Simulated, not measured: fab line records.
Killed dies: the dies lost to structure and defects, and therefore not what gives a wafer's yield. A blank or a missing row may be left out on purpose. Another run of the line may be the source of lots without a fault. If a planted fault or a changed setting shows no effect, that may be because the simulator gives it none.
Matching of chambers	flow n5Finfet	rieDiel-04 running N5_DUMMY_GATE_STRIP_48: 4 sister chambers
The step strips in N2/H2, time 20 s. 8 wafers are shown with their chamber, then 11 later ones without.

== WAFERS, EACH WITH ITS CHAMBER ==
wafer	chamber	drypumpMotorCurrentA (A)	showerheadPlenumPTorr (Torr)
L078.1	2	5.9	3.32
L082.5	3	5.3	3.46
L086.3	0	5.7	3.38
L086.5	0	5.7	3.38
L088.3	2	5.9	3.31
L088.4	1	6.3	3.45
L088.5	3	5.2	3.45
L093.1	1	6.4	3.45

== WAFERS WITHOUT THEIR CHAMBER ==
wafer	drypumpMotorCurrentA (A)	showerheadPlenumPTorr (Torr)
L093.3	5.3	3.45
L093.4	5.9	3.31
L094.1	5.9	3.31
L094.4	5.7	3.38
L094.6	5.7	3.38
L096.3	6.4	3.45
L096.4	5.3	3.44
L096.5	6.4	3.45
L097.3	5.3	3.44
L097.4	6.4	3.45
L097.6	6.3	3.45

== WHICH CHAMBER EACH ONE RAN IN ==
wafer	from the rows above	in truth
L093.3	3	3
L093.4	2	2
L094.1	2	2
L094.4	0	0
L094.6	0	0
L096.3	1	1
L096.4	3	3
L096.5	1	1
L097.3	3	3
L097.4	1	1
L097.6	1	1
Correct placement for 11 of the 11. Left unplaced by these rows: 0. Wrongly placed: 0.
How it was worked out, from the rows above alone: a wafer's distance from a chamber is the root of the sum, over the readings, of the square of ((its reading less the chamber's mean) divided by the reading's scatter). The wafer belongs to the nearest chamber; if the next one is less than 2 further off, it can't be placed. Each chamber's mean is taken over the wafers shown for it. The scatter: the root of (the sum of the squares of (reading less its chamber's mean) over the shown wafers, divided by (wafers less chambers)).
